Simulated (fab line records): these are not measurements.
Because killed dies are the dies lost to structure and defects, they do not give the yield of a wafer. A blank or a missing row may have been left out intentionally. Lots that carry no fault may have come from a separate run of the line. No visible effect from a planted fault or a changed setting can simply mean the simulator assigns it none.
3 desks, one fault | flow n5_finfet | each desk has only its own numbers; what lay behind them comes last

== AT THE METROLOGY DESK ==
What the gauges read for every lot (on any tool): the sampled wafers with a number, averaged. Any lot whose mean is over 4 standard deviations away from the usual mean is out of limits and marked OUT; that distance is given in the brackets. Shown here are 7 of its 12 readings, the ones lying furthest out on some lot.
Columns: A = thk_nm at N5_ILD0_THK_MEAS_08, usual 139.0 nm; B = SDB_OVL at N5_SDB_OVL_MEAS_12, usual 0.0 nm; C = DIBL_N at N5_BEOL_M4_RC_MEAS_101, usual 36.4 mV/V; D = IOFF_N at N5_BEOL_M4_RC_MEAS_101, usual 0.154 nA/um; E = ION_N at N5_BEOL_M4_RC_MEAS_101, usual 671 uA/um; F = SS_N at N5_BEOL_M4_RC_MEAS_101, usual 71.6 mV/dec; G = VT_N at N5_BEOL_M4_RC_MEAS_101, usual 250.9 mV
lot  | first seen here | A     | B    | C    | D     | E   | F    | G
L356 | day 3 14:42     | 139.0 | 0.4  | 39.6 | 0.194 | 689 | 72.9 | 246.4
L357 | day 3 22:34     | 140.1 | -0.5 | 36.5 | 0.150 | 675 | 72.1 | 252.5
L358 | day 4 00:57     | 138.3 | -0.7 | 36.7 | 0.155 | 665 | 71.2 | 251.9
L363 | day 5 08:43     | 139.9 | 1.7  | 35.4 | 0.158 | 672 | 71.4 | 250.7
L364 | day 5 15:29     | 141.6 | 0.4  | 35.9 | 0.147 | 669 | 71.2 | 251.1
L369 | day 6 19:14     | 138.2 | 0.0  | 35.2 | 0.146 | 674 | 71.6 | 251.6
L370 | day 7 04:55     | 138.6 | 0.6  | 36.0 | 0.160 | 684 | 72.0 | 248.2
L376 | day 8 18:55     | 138.2 | -0.8 | 37.3 | 0.181 | 675 | 71.7 | 247.0
L378 | day 9 13:02     | 139.0 | 0.6  | 35.0 | 0.136 | 671 | 71.1 | 251.7
L379 | day 9 15:41     | 138.9 | 0.7  | 36.9 | 0.178 | 677 | 71.6 | 247.2
This desk's verdict: no lot among the 10 shows anything out of limits.

== DESK OF THE TOOL OWNER: cmp-02 ==
The tool's own readings at N5_ILD0_CMP_07 (polishes SiO2 flowable, stops on poly-Si, t overpolish 1.18 s, target thk 138.88 nm): means of the sampled wafers that have a number, for each lot that ran on this tool. Any lot whose mean is over 4 standard deviations away from the usual mean is out of limits and marked OUT; that distance is given in the brackets.
Columns: A = motor_current_A at N5_ILD0_CMP_07, usual 12.6 A; B = retaining_ring_pressure_frac at N5_ILD0_CMP_07, usual 0.999
lot  | first seen here | A    | B
L356 | day 3 14:24     | 11.6 | 1.001
L358 | day 4 00:40     | 12.9 | 1.007
L363 | day 5 08:27     | 12.8 | 0.994
L364 | day 5 15:17     | 12.8 | 0.994
L378 | day 9 12:45     | 11.3 | 1.000
L379 | day 9 15:23     | 11.3 | 0.999
This desk's verdict: no lot among the 6 shows anything out of limits.

== THE DEFECT DESK ==
Lot by lot, what the route's inspections counted, given as the mean of those sampled wafers with a number. Any lot whose mean is over 4 standard deviations away from the usual mean is out of limits and marked OUT; that distance is given in the brackets.
Columns: A = raw_defect_count at N5_SD_ACTIVATION_INSPECT_02, usual 182
lot  | first seen here | A
L356 | day 3 11:41     | 139
L357 | day 3 19:32     | 216
L358 | day 3 21:56     | 192
L363 | day 5 05:41     | 152
L364 | day 5 12:10     | 180
L369 | day 6 16:08     | 211
L370 | day 7 01:54     | 170
L376 | day 8 15:44     | 164
L378 | day 9 10:01     | 160
L379 | day 9 12:38     | 146
This desk's verdict: no lot among the 10 shows anything out of limits.

== TAKEN TOGETHER ==
At the metrology desk, nothing out of limits was observed.
Nothing out of limits was seen by the tool owner's desk.
The defect desk saw nothing out of limits.

== WHAT THE SIMULATOR HAD PUT IN ==
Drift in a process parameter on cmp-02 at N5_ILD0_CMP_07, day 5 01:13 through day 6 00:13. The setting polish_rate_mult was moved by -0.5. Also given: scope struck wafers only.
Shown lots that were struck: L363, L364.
